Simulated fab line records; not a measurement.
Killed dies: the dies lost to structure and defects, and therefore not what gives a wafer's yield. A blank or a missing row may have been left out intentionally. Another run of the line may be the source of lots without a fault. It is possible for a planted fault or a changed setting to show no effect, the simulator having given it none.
Problem report, 8D (eight disciplines) form, completed by code    flow n5_finfet    the parts of the form that need people (team, actions taken, sign-off) are left out

## 1. THE ISSUE
Wafers without a fault read 376, standard deviation 83; raw_defect_count at N5_BEOL_M10_INSPECT_30 reads a mean of 972 on 6 wafers belonging to 2 lots. Measured from the usual mean, that is +7.2 standard deviations.
The step: inspects for defects (brightfield).
First observed at day 13 06:30: wafer L629.2, on defect_inspect-02. The record has a number at this step for 12 wafers belonging to 4 lots. By rule, "out" or "out of limits" means more than 4 standard deviations away from the usual mean. Any other wafer with a number is counted as sound.

## 2. WHAT IT IS, WHAT IT ISN'T
question                     is                      is not
which readings at this step  raw_defect_count        -
which lots                   L629, L631              L621, L638
which wafers of those lots   all that have a number  -
read on which gauges         defect_inspect-02       -
when                         from day 13 06:30       up to then (3 sound wafers); but 3 sound wafers of L638 came after

## 3. WHAT RULES OUT EACH SUSPECT
Counting: a tool at any process step up to the reading remains a suspect when it ran all the lots that are out and ran no sound lot after the first of those.
- the gauge at N5_BEOL_M10_INSPECT_30 is ruled out. All the wafers that are out were read on defect_inspect-02, but those of them that N5_PASSIVATION_PROBE_49 has rows for are out there too, on other tools.
- rie_metal-03 at N5_BEOL_M10_HM_OPEN_17 (chemistry Cl2/BCl3, target TiN, target depth 20 nm, overetch 6 nm): kept. Every lot that is out went through it, starting with L629 (day 13 05:52), and after that it ran no sound lot; the last sound lot it ran before then is L621 (day 10 22:23).
Left after counting: rie_metal-03 at N5_BEOL_M10_HM_OPEN_17.

## 4. THE CAUSE (what the simulator had put in)
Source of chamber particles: rie_metal-03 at N5_BEOL_M10_HM_OPEN_17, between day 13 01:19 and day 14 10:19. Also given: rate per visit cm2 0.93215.
Counting left only this tool.

## 5. SEQUENCE OF EFFECTS, ordered by route
Each row: a reading where the mean over the struck wafers with a number is more than 3 standard deviations away from the usual. Scope: only readings with a usual standard deviation given in the record; hours: median across lots of the time from each lot's start at the first step in this table that gives one to its start at this step; sigmas: change in usual standard deviations.
hours  step                     reading               usual   on struck wafers  change  sigmas
0      N5_BEOL_M10_INSPECT_30   raw_defect_count      376     972               +596    +7.2
55     N5_PASSIVATION_PROBE_49  defect_limited_yield  91.2 %  82.7              -8.5    -5.7
55     N5_PASSIVATION_PROBE_49  killed_at_M4_up       14      120               +106    +19
55     N5_PASSIVATION_PROBE_49  killed_dies           104     204               +100    +5.9
55     N5_PASSIVATION_PROBE_49  sort_bin_5_function   5.2 %   10.9              +5.7    +6.0
55     N5_PASSIVATION_PROBE_49  sort_n_pass           1076    976               -100    -5.9
55     N5_PASSIVATION_PROBE_49  sort_yield_pct        91.2 %  82.7              -8.5    -5.7
Process steps it contains:
- N5_PASSIVATION_PROBE_49

## 6. WHAT WOULD HAVE CAUGHT IT SOONER
The first out-of-limits reading at a measuring or inspecting step in this record came at day 13 06:30, 5 hours after the fault's start at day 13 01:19.
No tool reading at N5_BEOL_M10_HM_OPEN_17 that has a usual standard deviation in the record was out on any struck wafer, so an alarm limit of 4 standard deviations on those readings would not have fired.
Among the 2 lots that are out, L631 began N5_BEOL_M10_HM_OPEN_17 on rie_metal-03 after day 13 06:30. Had the tool been put on hold then, it would have been spared.
